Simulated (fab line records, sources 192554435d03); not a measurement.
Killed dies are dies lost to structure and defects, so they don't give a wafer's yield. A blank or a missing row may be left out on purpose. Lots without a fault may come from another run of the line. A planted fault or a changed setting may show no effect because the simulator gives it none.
Which tool did it? | flow n5_finfet | 11 lots, 33 wafers sampled, at 1 step of a route of 1938

WHAT THE GAUGES READ, wafer by wafer
N5_BEOL_M15_OVL_MEAS_11.
lot  | measured     | on         | V14_OVL (nm)
L233 | day 13 09:25 | overlay-01 | -6 -3 -8
L232 | day 13 10:30 | overlay-01 | -2 -7 -9
L237 | day 14 12:12 | overlay-02 | 5 -4 -3
L243 | day 15 02:12 | overlay-01 | -3 -1 -10
L240 | day 15 02:36 | overlay-02 | 7 7 3
L241 | day 15 08:13 | overlay-01 | -5 3 1
L244 | day 16 10:47 | overlay-01 | 1 0 -5
L250 | day 17 20:03 | overlay-01 | 7 16 8
L253 | day 18 00:38 | overlay-01 | 8 8 2
L252 | day 18 05:52 | overlay-01 | -3 -2 -1
L254 | day 18 08:33 | overlay-01 | 1 -1 3

WHICH TOOL RAN EACH LOT (tool, then ch and the chambers of the sampled wafers, then the start)
The record holds no process step before these readings.

WHAT THE TOOLS THEMSELVES READ (means of the sampled wafers that have a number; where no wafer has one, the mark that the record gives instead)
The record holds no such reading with a usual standard deviation.

THE ANSWER, worked out from the rows above alone
Rule: what is usual is taken from the lots themselves. Put in order of their means at a reading, lots are off if they are a third of the lots or fewer, leave a main group of 4 or more, and stand apart from it by a gap of 3 or more times the standard deviation of the main group's means; of several such gaps the widest counts. A main group whose means are all the same, to the digits that the tables above print for the reading, isn't used. A lot without any number at a reading at which 4 lots or more have one is off too. The other lots that the step has rows for count as sound. The gauges are gone through in route order, then the tools' own readings, and for those a lot's mean is taken as printed above. The first step at which some lot is off is used, and at that step the reading that is off furthest; a lot without a number counts as furthest.
No lot is off at any reading shown: from this, nothing can be told.

WHAT THE SIMULATOR HAD PUT IN
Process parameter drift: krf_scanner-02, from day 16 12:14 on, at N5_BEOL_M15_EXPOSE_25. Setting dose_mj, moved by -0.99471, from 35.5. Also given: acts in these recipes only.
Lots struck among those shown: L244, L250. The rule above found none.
